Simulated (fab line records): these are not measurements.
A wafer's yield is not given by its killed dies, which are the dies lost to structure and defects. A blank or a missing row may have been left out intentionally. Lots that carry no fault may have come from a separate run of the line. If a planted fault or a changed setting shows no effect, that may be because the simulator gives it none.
What tool caused it? -- flow nandHarc -- 10 lots with 30 wafers sampled at 7 steps, on a route of 1302 steps

## WHAT EACH GAUGE READ, for each wafer
NHARC_P_STI_CD_MEAS_09: target cd 200 nm. Usual: cdNm reads 200.7 nm (standard deviation 2.1).
lot,measured,on,cdNm (nm),flag
L341,day 3 03:40,cdSem-03,202.1 200.8 202.4,
L340,day 3 03:50,cdSem-01,202.0 199.3 204.7,
L342,day 3 14:25,cdSem-02,201.8 200.5 204.3,
L346,day 5 06:48,cdSem-02,201.4 202.7 201.6,
L347,day 5 16:22,cdSem-02,198.9 201.3 199.3,
L351,day 7 10:40,cdSem-03,201.2 200.8 201.7,
L352,day 7 20:09,cdSem-03,180.7 183.6 185.2 180.6 183.6 185.3,OFF
L361,day 11 12:49,cdSem-03,199.3 201.4 200.7,
L362,day 11 22:25,cdSem-02,197.4 199.8 201.2,
L363,day 12 08:48,cdSem-02,199.3 199.7 201.5,

NHARC_P_STI_OCD_MEAS_17. Usual: trenchDepthNm 299 nm, standard deviation 5.2; trenchFootCdNm 158.8 nm, standard deviation 2.2.
lot,measured,on,trenchDepthNm (nm),trenchFootCdNm (nm),flag
L341,day 3 04:28,ocd-01,306 295 291,159.4 159.2 162.3,
L340,day 3 04:37,ocd-02,301 296 296,160.0 158.9 162.9,
L342,day 3 15:12,ocd-02,301 289 302,159.6 159.7 162.1,
L346,day 5 07:37,ocd-02,304 299 300,158.7 161.6 159.8,
L347,day 5 17:11,ocd-01,300 302 295,156.6 159.7 158.4,
L351,day 7 11:26,ocd-01,304 292 304,158.7 160.2 158.9,
L352,day 8 02:55,ocd-01,292 307 288 292 307 289,139.5 140.7 145.3 139.7 140.8 145.4,OFF
L361,day 11 13:36,ocd-02,294 304 297,157.9 159.1 158.9,
L362,day 11 23:22,ocd-01,305 308 296,154.7 156.4 159.3,
L363,day 12 09:35,ocd-02,293 302 293,158.6 157.9 159.9,

NHARC_END_SORT_01. Usual: killedAtArray 57, standard deviation 19; killedAtOther 0.9, standard deviation 1.1; killedAtPeriphery 4.0, standard deviation 2.6; killedDies 62, standard deviation 19; killedOpen 3.3, standard deviation 1.8; killedShort 2.4, standard deviation 1.7.
lot,measured,on,killedAtArray,killedAtOther,killedAtPeriphery,killedDies,killedOpen,killedShort,flag
L352,day 29 17:14,prober-02,45,0,6,51,3,0,

## WHICH TOOL RAN EACH LOT (tool, then ch and the chambers of the sampled wafers, then the start)
lot,NHARC_P_STI_EXPOSE_06,NHARC_P_STI_CMP_21,NHARC_P_GATE_ETCH_104,NHARC_P_GATE_STRIP_108
L341,"krfScanner-01 ch 0, day 3 03:31","cmp-01 ch 0,2,3, day 3 21:34","rieDiel-09 ch 0,1,2, day 5 04:15","rieDiel-03 ch 1,2,3, day 5 04:48"
L340,"krfScanner-03 ch 0, day 3 03:41","cmp-02 ch 0,1,3, day 3 21:31","rieDiel-03 ch 0,2,3, day 5 04:05","rieDiel-01 ch 1,2,3, day 5 04:37"
L342,"krfScanner-03 ch 0, day 3 14:16","cmp-03 ch 0,1,3, day 4 10:02","rieDiel-01 ch 0,2, day 5 16:44","rieDiel-09 ch 0,1,2, day 5 17:17"
L346,"krfScanner-04 ch 0, day 5 06:40","cmp-01 ch 2,3, day 6 05:14","rieDiel-03 ch 1,3, day 7 13:26","rieDiel-09 ch 0,3, day 7 14:01"
L347,"krfScanner-03 ch 0, day 5 16:13","cmp-03 ch 0,2,3, day 6 11:11","rieDiel-09 ch 0,2,3, day 7 20:02","rieDiel-01 ch 1,2,3, day 7 20:35"
L351,"krfScanner-03 ch 0, day 7 10:31","cmp-03 ch 1,2,3, day 8 04:17","rieDiel-03 ch 1,2, day 9 12:33","rieDiel-09 ch 0,1,2, day 9 13:07"
L352,"krfScanner-03 ch 0, day 7 20:00","cmp-03 ch 1,2, day 8 17:11","rieDiel-01 ch 1,2,3, day 9 21:01","rieDiel-03 ch 0,2,3, day 9 21:33"
L361,"krfScanner-01 ch 0, day 11 12:40","cmp-02 ch 0,3, day 12 07:39","rieDiel-09 ch 0,1,3, day 13 17:38","rieDiel-03 ch 1,2, day 13 18:11"
L362,"krfScanner-03 ch 0, day 11 22:16","cmp-01 ch 1,2,3, day 12 19:25","rieDiel-03 ch 1,2,3, day 14 08:01","rieDiel-01 ch 0,1,2, day 14 08:34"
L363,"krfScanner-01 ch 0, day 12 08:40","cmp-03 ch 0,2, day 13 05:20","rieDiel-01 ch 0,2, day 14 12:39","rieDiel-01 ch 0,3, day 14 13:11"
- NHARC_P_STI_EXPOSE_06: exposes mask P STI, target cd 200 nm.
- NHARC_P_STI_CMP_21: polishes, t overpolish 20 s, target thk 380.67 nm.
- NHARC_P_GATE_ETCH_104: etches the open film in CF4/CHF3, target depth 60 nm.
- NHARC_P_GATE_STRIP_108: strips in O2.

## WHAT THE TOOLS THEMSELVES READ (means of the sampled wafers that have a number; where no wafer has one, the mark that the record gives instead)
NHARC_P_STI_CMP_21. Usual: motorCurrentA 11.8 A, standard deviation 1.3; overpolishRunS 20.000 s, standard deviation 0.0089; retainingRingPressureFrac 1.000, standard deviation 0.0049.
lot,tool,motorCurrentA (A),overpolishRunS (s),retainingRingPressureFrac,flag
L341,cmp-01,11.6,20.001,0.997,
L340,cmp-02,11.8,20.000,0.997,
L342,cmp-03,11.6,19.999,1.000,
L346,cmp-01,12.0,19.992,1.005,
L347,cmp-03,12.2,20.000,0.994,
L351,cmp-03,11.1,19.998,1.002,
L352,cmp-03,11.4,20.000,1.001,
L361,cmp-02,12.9,19.999,0.995,
L362,cmp-01,11.7,19.994,0.996,
L363,cmp-03,12.8,20.014,1.002,

NHARC_P_GATE_ETCH_104. Usual: cf4FlowSccm 100.0 sccm, standard deviation 0.31; drypumpMotorCurrentA 5.8 A, standard deviation 0.54; mfcArSccm 0.007 sccm, standard deviation 0.0086; oesProductAu 0.953 a.u., standard deviation 0.021; rfVppV 369.9 V, standard deviation 1.9; showerheadPlenumPTorr 1.55 Torr, standard deviation 0.056; throttleValvePct 16.803 %, standard deviation 0.0095.
lot,tool,cf4FlowSccm (sccm),drypumpMotorCurrentA (A),mfcArSccm (sccm),oesProductAu (a.u.),rfVppV (V),showerheadPlenumPTorr (Torr),throttleValvePct (%),flag
L341,rieDiel-09,100.0,5.8,0.014,0.950,371.2,1.60,16.797,
L340,rieDiel-03,99.8,5.6,0.007,0.980,369.8,1.54,16.803,
L342,rieDiel-01,100.2,6.2,0.000,0.919,371.4,1.59,16.792,
L346,rieDiel-03,99.7,5.7,0.006,0.967,371.1,1.58,16.794,
L347,rieDiel-09,99.8,6.2,0.014,0.965,370.0,1.56,16.808,
L351,rieDiel-03,99.9,5.2,0.000,0.934,367.4,1.50,16.801,
L352,rieDiel-01,99.9,5.9,0.009,0.968,370.0,1.54,16.810,
L361,rieDiel-09,100.0,5.8,0.004,0.949,369.4,1.55,16.793,
L362,rieDiel-03,100.3,5.5,0.003,0.935,369.6,1.54,16.810,
L363,rieDiel-01,100.2,6.1,0.000,0.975,370.6,1.59,16.801,

NHARC_P_GATE_STRIP_108. Usual: drypumpMotorCurrentA 5.9 A, standard deviation 0.55; mfcArSccm 0.007 sccm, standard deviation 0.0093; oesProductAu 1.001 a.u., standard deviation 0.01; rfVppV 57.8 V, standard deviation 0.88; showerheadPlenumPTorr 3.49 Torr, standard deviation 0.13; throttleValvePct 17.036 %, standard deviation 0.0092.
lot,tool,drypumpMotorCurrentA (A),mfcArSccm (sccm),oesProductAu (a.u.),rfVppV (V),showerheadPlenumPTorr (Torr),throttleValvePct (%),flag
L341,rieDiel-03,5.5,0.003,0.988,57.3,3.45,17.030,
L340,rieDiel-01,5.9,0.009,1.004,57.1,3.46,17.036,
L342,rieDiel-09,5.8,0.014,1.001,58.0,3.58,17.022,
L346,rieDiel-09,6.3,0.004,0.998,57.2,3.39,17.031,
L347,rieDiel-01,5.9,0.009,1.006,57.5,3.46,17.040,
L351,rieDiel-09,5.8,0.014,0.994,58.3,3.58,17.027,
L352,rieDiel-03,5.6,0.007,1.005,57.2,3.45,17.035,
L361,rieDiel-03,5.4,0.000,1.001,57.8,3.43,17.035,
L362,rieDiel-01,6.0,0.002,1.005,57.8,3.47,17.029,
L363,rieDiel-01,6.5,0.013,0.990,58.1,3.49,17.042,

## THE ANSWER, worked out from the rows above alone
Rule: take the mean of a lot's wafers that have a number; if it is more than 3 standard deviations from the usual mean, the lot is off. Also off: a lot with no number at a reading for which 4 or more lots have one. The other lots that the step has rows for count as sound. Order of review: gauges by route order, followed by the tools' own readings, for which a lot's mean as printed above is used. The first step at which some lot is off is used, and at that step the reading that is off furthest; a lot without a number counts as furthest.
Off, at NHARC_P_STI_CD_MEAS_09 on cdNm: L352.
If a tool, at a process step before that reading, ran all the lots that are off and no sound lot after the first of them, it fits. Not tried: the gauges at NHARC_P_STI_CD_MEAS_09; whatever is off there is also off at NHARC_P_STI_OCD_MEAS_17, on other tools, and gauge error can't account for it. No candidate that was tried fits.

## WHAT THE SIMULATOR PUT IN
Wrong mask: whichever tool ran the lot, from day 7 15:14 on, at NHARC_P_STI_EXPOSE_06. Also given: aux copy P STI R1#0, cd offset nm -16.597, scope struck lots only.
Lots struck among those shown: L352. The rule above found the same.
